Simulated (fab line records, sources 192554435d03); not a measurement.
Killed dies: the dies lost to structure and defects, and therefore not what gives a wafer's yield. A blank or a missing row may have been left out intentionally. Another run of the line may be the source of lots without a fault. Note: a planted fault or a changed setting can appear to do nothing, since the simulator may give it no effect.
A lot that was struck, set against a sound lot	flow n5Finfet	20 out of 1938 route steps
Sound: the wafers L450.3, L450.4, L450.5. The struck wafers were L460.2, L460.5, L460.6. Last of all comes the cause.
For every step that has rows: the tool of each side, followed by ch and its chambers, followed by its first start. Under that, the readings that differ: sound wafers	struck wafers	difference of the means	sigmas: that difference in standard deviations of wafers without a fault.
alike: readings with means less than 2 such deviations apart, plus words and numbers identical on both sides. not compared: withheld readings, readings lacking a value on some wafer, bounds such as >300 that could conceal the same value, and numbers that have no deviation in the record and whose values overlap.
A row with sigmas, a row that says differs or no value, or rows on one side alone: a step with any of these is where the two part. Numbers that have no deviation but don't overlap get no sigmas and don't part them. Lack of a reading on every wafer of one side parts them only where that side has two or more wafers.

first, 11 steps without rows for these wafers: N5_FIN_SAQP_SPACER1_ETCHBACK_25 (etches SiO2 in CHF3/O2, target depth 24.4 nm, time 12.2 s); N5_FIN_SAQP_MANDREL1_REMOVE_56 (chemistry HBr/Cl2/O2, target a-Si, stops on SiNx, bt time 10 s); N5_FIN_SAQP_ETCH_57 (etches SiNx in CH3F/O2, target depth 32.5 nm, time 46.4 s); N5_FIN_SAQP_ETCH_65 (etches SiO2 in CF4, target depth 4 nm, time 4.4 s); N5_FIN_SAQP_MANDREL_ETCH_58 (etches a-Si in HBr/Cl2, stops on SiNx, target depth 45 nm, bt time 10 s, time 27 s); N5_FIN_SAQP_RECESS_63 (chemistry HF/NH3, target SiO2, target depth 18 nm, afs cycles 3, sublimation time 60 s); N5_FIN_SAQP_COAT_68 (time 60 s, resist thk 100 nm); N5_FIN_SAQP_ETCH_69 (etches SOC in N2/H2, stops on SiNx, target depth 150 nm); N5_FIN_SAQP_ETCH_67 (etches SiNx in CH3F/O2, target depth 30 nm); N5_FIN_SAQP_STRIP_70 (strips in N2/H2); N5_FIN_SAQP_RECESS_71 (chemistry HF/NH3, target SiO2, target depth 3 nm, afs cycles 1, sublimation time 60 s).
N5_FIN_SAQP_SPACER2_ALD_28: deposits SiO2, target thk 8.1 nm, pulse time 1 s, purge time 2 s.
  sound on aldSin-04 ch 0,3, day 3 07:44; struck on aldSin-02 ch 0,2,3, day 5 20:20
  no value came back on the struck wafers for chamberPressureTorr (Torr), coReactantPurgeTimeS (s), heaterPowerW (W), precursorPulseHeightRel; on the sound wafers chamberPressureTorr (Torr) reads 2.005 2.004 2.006
then, 1 step without rows for these wafers: N5_FIN_SAQP_SPACER2_ETCHBACK_29 (etches SiO2 in CHF3/O2, target depth 12.2 nm, time 6.1 s).
N5_FIN_SAQP_MANDREL2_REMOVE_60: chemistry HBr/Cl2/O2, target a-Si, stops on SiNx, bt time 10 s.
  sound on rieSi-05 ch 0,1,3, day 3 08:10; struck on rieSi-03 ch 0,2,3, day 5 20:45
reading	sound	struck	difference	sigmas
model.FIN_SAQP.cdNm (nm)	8 8 8	20.4 20.4 20.4	+12.4	
  alike: biasW, drypumpMotorCurrentA, oes_o_777_au, oesProductAu, throttleValvePct
  not compared: rfHoursCounterH
N5_FIN_SAQP_CD_MEAS_31: target cd 8 nm.
  sound on cdSem-01 ch 0, day 3 08:17; struck on cdSem-02 ch 0, day 5 20:52
reading	sound	struck	difference	sigmas
cdNm (nm)	8.21 8.12 8.02	- - -	no value on the struck wafers	
then, 1 step without rows for these wafers: N5_FIN_SAQP_HM_OPEN_33 (chemistry CH3F/O2, target SiNx, target depth 49.4 nm, time 70.6 s).
N5_FIN_SAQP_ETCH_34: etches SiO2 in C4F6/O2, target depth 45 nm, time 15 s.
  sound on rieDiel-01 ch 0,1,2, day 3 08:23; struck on rieDiel-01 ch 0,3, day 5 20:59
reading	sound	struck	difference	sigmas
model.FIN_SAQP.cdNm (nm)	8 8 8	20.6 20.6 20.6	+12.6	
  alike: biasW, drypumpMotorCurrentA, etchRfOnTimeS, oes_o_777_au, oesProductAu, rfVppV, showerheadPlenumPTorr, throttleValvePct
  not compared: rfHoursCounterH
then, 1 step without rows for these wafers: N5_FIN_SAQP_STRIP_77 (strips in N2/H2, time 90 s).
N5_BEOL_M4_RC_MEAS_101:
  the record has rows for the sound wafers here (prober-01 ch 0, day 9 12:52) and none for the struck ones
-- the record jumps here: 11 days lie between the struck wafers' starts before and after (it left off in module BEOL_M4 and takes up again in module PASSIVATION, whose first step shown is number 1936 of the route) --
N5_PASSIVATION_PROBE_49:
  sound on prober-01 at day 13 20:04; struck on prober-02 at day 17 07:08
reading	sound	struck	difference	sigmas
defectLimitedYield (%)	90.8 91.6 89.9	0 0 0	-91	-65
killed_at_M0_to_M3	29 24 25	5 6 4	-21	-2
killedAtFrontEnd	61 65 73	1167 1164 1170	+1101	+92
killedDies	108 99 119	1180 1180 1180	+1071	+63
killedOnRim	15 15 17	152 152 152	+136	+35
killedOpen	65 62 82	17 16 12	-55	-4
killedShort	42 36 31	5 5 6	-31	-4
sort_bin_5_function (%)	6.4 4.7 6.1	74.2 73.6 72.5	+67.7	+69
sortNPass	1072 1081 1061	0 0 0	-1071	-63
sortYieldPct (%)	90.8 91.6 89.9	0 0 0	-91	-65
  alike: killed_at_M4_up, killedAtContacts, killedAtOther, sort_bin_6_memory

WHERE THEY PART
Last at N5_PASSIVATION_PROBE_49 as far as this record goes, first at N5_FIN_SAQP_SPACER2_ALD_28.

WHY: what the simulator had put in
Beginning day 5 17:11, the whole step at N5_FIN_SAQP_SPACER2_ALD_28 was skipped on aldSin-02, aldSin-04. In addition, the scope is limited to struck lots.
